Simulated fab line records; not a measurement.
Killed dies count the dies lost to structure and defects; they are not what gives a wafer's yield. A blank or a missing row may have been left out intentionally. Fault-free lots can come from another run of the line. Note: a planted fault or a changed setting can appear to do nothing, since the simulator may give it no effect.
Problem report in the 8D (eight disciplines) form, filled by code | flow nand harc | the parts of the form that need people (team, actions taken, sign-off) are left out

1. THE ISSUE
At NHARC_A_M1_CD_MEAS_09, cd nm averages 108.5 nm over 6 wafers from 2 lots, while fault-free wafers read 120.8 nm, standard deviation 0.5. That is -25 standard deviations from the usual mean.
The step: target cd 120 nm.
First observed at day 26 07:26: wafer L758.1, on cd sem-02. Wafers with a number at this step in the record: 33, from 11 lots. Rule for "out" (also "out of limits"): further than 4 standard deviations from the usual mean. The rest of the wafers with a number are treated as sound.

2. WHAT IT IS, AND WHAT IT ISN'T
question                    | is                     | is not
which readings at this step | cd nm                  | -
which lots                  | L758, L764             | L752, L755, L761, L765, L767, L770, L771, L773, L774
which wafers of those lots  | all that have a number | -
read on which gauges        | cd sem-01, cd sem-02   | cd sem-03
when                        | from day 26 07:26      | up to then (6 sound wafers); but 21 sound wafers of L761, L765, L767, L770, L771, L773, L774 came after

3. THE SUSPECTS, EACH WITH WHAT RULES IT OUT
Counting: a tool at a process step up to the reading stays a suspect if it ran every lot that is out and no sound lot after the first of them.
- ruled out: the gauge at NHARC_A_M1_CD_MEAS_09. The wafers that are out were read on 2 gauges (cd sem-01, cd sem-02).
- pecvd-03 at NHARC_A_M0_DEP_32 (deposits SiCN, target thk 30 nm): ruled out as a lasting fault. Following L758 (day 26 05:53), the first lot on it that is out, the sound lots L761, L765, L767, L770, L771 were run on it.
- arfi scanner-02 at NHARC_A_M1_EXPOSE_06 (exposes mask A M1, target cd 120 nm): kept. All lots that are out passed through it, beginning with L758 at day 26 07:17, and no sound lot followed; its final sound lot before that point was L755 at day 24 15:19. Out on those wafers are its own readings of exposure dose mJ cm2.
After counting, what remains is arfi scanner-02 at NHARC_A_M1_EXPOSE_06.

4. THE CAUSE (what the simulator had put in)
Drift in process parameters on arfi scanner-02 at NHARC_A_M1_EXPOSE_06, starting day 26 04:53. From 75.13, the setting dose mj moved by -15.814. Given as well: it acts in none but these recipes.
After counting, this tool was the only one left.

5. THE CHAIN OF EFFECTS, in route order
Each row: a reading whose mean over the struck wafers that have a number lies more than 3 standard deviations from the usual. Only readings for which the record gives a usual standard deviation are gone through. hours: the time from each lot's start at the first step in this table that gives one to its start at this step, as a median over the lots. sigmas: the change in usual standard deviations.
hours | step                  | reading              | usual    | on struck wafers | change | sigmas
0     | NHARC_A_M1_EXPOSE_06  | exposure dose mJ cm2 | 75.12    | 61.19            | -13.93 | -82
0     | NHARC_A_M1_CD_MEAS_09 | cd nm                | 120.8 nm | 108.5            | -12.3  | -25
Here are the process steps it includes:
- NHARC_A_M1_EXPOSE_06: exposes mask A M1, target cd 120 nm.
At these later measuring or inspecting steps, every struck wafer for which the step has a row has a number for every such reading, and none has moved that far: NHARC_END_SORT_01.

6. WHAT WOULD HAVE CAUGHT IT SOONER
3 hours passed between the start of the fault at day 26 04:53 and the first reading out of limits at a measuring or inspecting step in this record, taken at day 26 07:26.
The tool's own readings at NHARC_A_M1_EXPOSE_06 were out on every struck wafer that the step has a row for (exposure dose mJ cm2): an alarm limit on them would have fired on the first of those.
Lots out: 2; of these, L764 started NHARC_A_M1_EXPOSE_06 on arfi scanner-02 after day 26 07:26. It would have been spared by a hold on the tool at that moment.
